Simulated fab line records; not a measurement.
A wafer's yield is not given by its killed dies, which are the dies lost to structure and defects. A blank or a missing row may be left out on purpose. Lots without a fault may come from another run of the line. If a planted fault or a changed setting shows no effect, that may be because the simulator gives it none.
Split-lot experiment -- flow n5 finfet -- route with 1938 steps; 7 lots, 21 wafers read

## SPLIT DETAILS
At N5_HKMG_FIN_DESCUM_17 (chemistry O2, time 7.9 s), the setting time s was moved away from the recipe's 7.9 s on 7 of the 21 wafers read, by -21.3% to +19.7%. This setting was run at the recipe's value on the other wafers.

Split to reading: the file shows no intervening step.

## THE READING
CAR-ArF_of_HKMG_FIN_COAT_06.thk nm (the simulator's own value, which no gauge read), in nm, at N5_HKMG_FIN_ETCH_31 (etches SiARC in CF4, target depth 45.5 nm, time 75.8 s). The file does not state a usual value for it. Average 50.9 nm, standard deviation 0.16 nm, over the 14 wafers here run with the recipe.

wafer,"tool, chamber at the split","time s as run, s",against the recipe,"CAR-ArF_of_HKMG_FIN_COAT_06.thk nm, nm",against lot-mates on the recipe
L080.1,"rie diel-01, 2",7.9,recipe,50.8,-
L080.2,"rie diel-01, 1",7.9,recipe,51,-
L080.3,"rie diel-01, 3",8.776,+11.1%,50.8,-0.1
L082.2,"rie diel-05, 0",7.9,recipe,51,-
L082.3,"rie diel-05, 2",7.9,recipe,51,-
L082.6,"rie diel-05, 2",7.9,recipe,51,-
L085.4,"rie diel-01, 1,0",7.9,recipe,50.8,-
L085.5,"rie diel-01, 1,0",7.9,recipe,51,-
L085.6,"rie diel-01, 1",6.337,-19.8%,52.2,+1.3
L088.1,"rie diel-01, 3",6.461,-18.2%,51.8,+1.0
L088.6,"rie diel-01, 2",6.461,-18.2%,51.8,+1.0
L088.5,"rie diel-01, 1",7.9,recipe,50.8,-
L094.1,"rie diel-04, 2",6.218,-21.3%,52,+1.1
L094.2,"rie diel-04, 3",7.9,recipe,51,-
L094.5,"rie diel-04, 2",7.9,recipe,50.8,-
L096.3,"rie diel-04, 1",9.456,+19.7%,49.4,-1.2
L096.4,"rie diel-04, 0,1",7.9,recipe,50.6,-
L096.5,"rie diel-04, 0,1",7.9,recipe,50.6,-
L097.3,"rie diel-04, 3",9.449,+19.6%,49.8,-1.0
L097.4,"rie diel-04, 3",7.9,recipe,50.6,-
L097.6,"rie diel-04, 0",7.9,recipe,51,-
Where a row lists several chambers, the file gives one row for several wafers and doesn't say which wafer went through which chamber.

THE FIT
A straight line over all 21 wafers: CAR-ArF_of_HKMG_FIN_COAT_06.thk nm changes by -0.0561 nm for each +1% of time s; r = -0.95; the points scatter about the line by 0.21 nm.
The same after taking each lot's own level away (the mean of its wafers on the recipe; 21 wafers): -0.0537 nm for each +1%; r = -0.97; scatter 0.15 nm.
The reading moves by 1.1 nm for the largest change in time s, on that fit.
Measured against the standard deviation above, the lots' own levels, which go from 50.60 to 51.00 nm, span 2.5 times it.
Hence the lot-to-lot level has little effect on the slope; both slopes agree.
Check: with one of the wafers moved furthest among these (-21.3%) left out of the fit, the line predicts +1.19 nm for it against its lot-mates. It came out at +1.1 nm against them.

## FURTHER SPLITS ON THESE WAFERS
These wafers also went through other splits before the reading. Each is held against what the fit with the lots' levels taken away leaves over:
other split on the same wafers,wafers away from the commonest value,r with CAR-ArF_of_HKMG_FIN_COAT_06.thk nm (lot level and that fit taken away)
N5_ZERO_LAYER_EXPOSE_08 dose mj,6,-0.46
N5_ZERO_LAYER_DEVELOP_10 develop time s,7,-0.09
N5_FIN_CUT_COAT_19 spin rpm,9,+0.04
N5_DUMMY_GATE_PECVD_30 time s,5,+0.01
N5_DUMMY_GATE_EXPOSE_12 dose mj,7,+0.12
N5_SD_EPI_N_ETCH_45 target depth a,6,+0.06
N5_SD_EPI_N_EPI_21 time s,7,-0.22

## THE WHOLE CHAIN: every reading that the file lists as answering this split, in the file's order
step,what it does,reading,change (the file's fit),r (the file's)
N5_HKMG_FIN_DESCUM_17,"chemistry O2, time 7.9 s","CAR-ArF_of_HKMG_FIN_COAT_06.thk nm (the simulator's own value, which no gauge read)",-0.0517 nm for each +1% of the setting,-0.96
N5_HKMG_FIN_ETCH_31,"etches SiARC in CF4, target depth 45.5 nm, time 75.8 s","CAR-ArF_of_HKMG_FIN_COAT_06.thk nm (the simulator's own value, which no gauge read)",-0.0539 nm for each +1% of the setting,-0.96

## THE FILE'S OWN FIT
CAR-ArF_of_HKMG_FIN_COAT_06.thk nm changes by -0.0539 nm for each +1% of time s, r = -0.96.
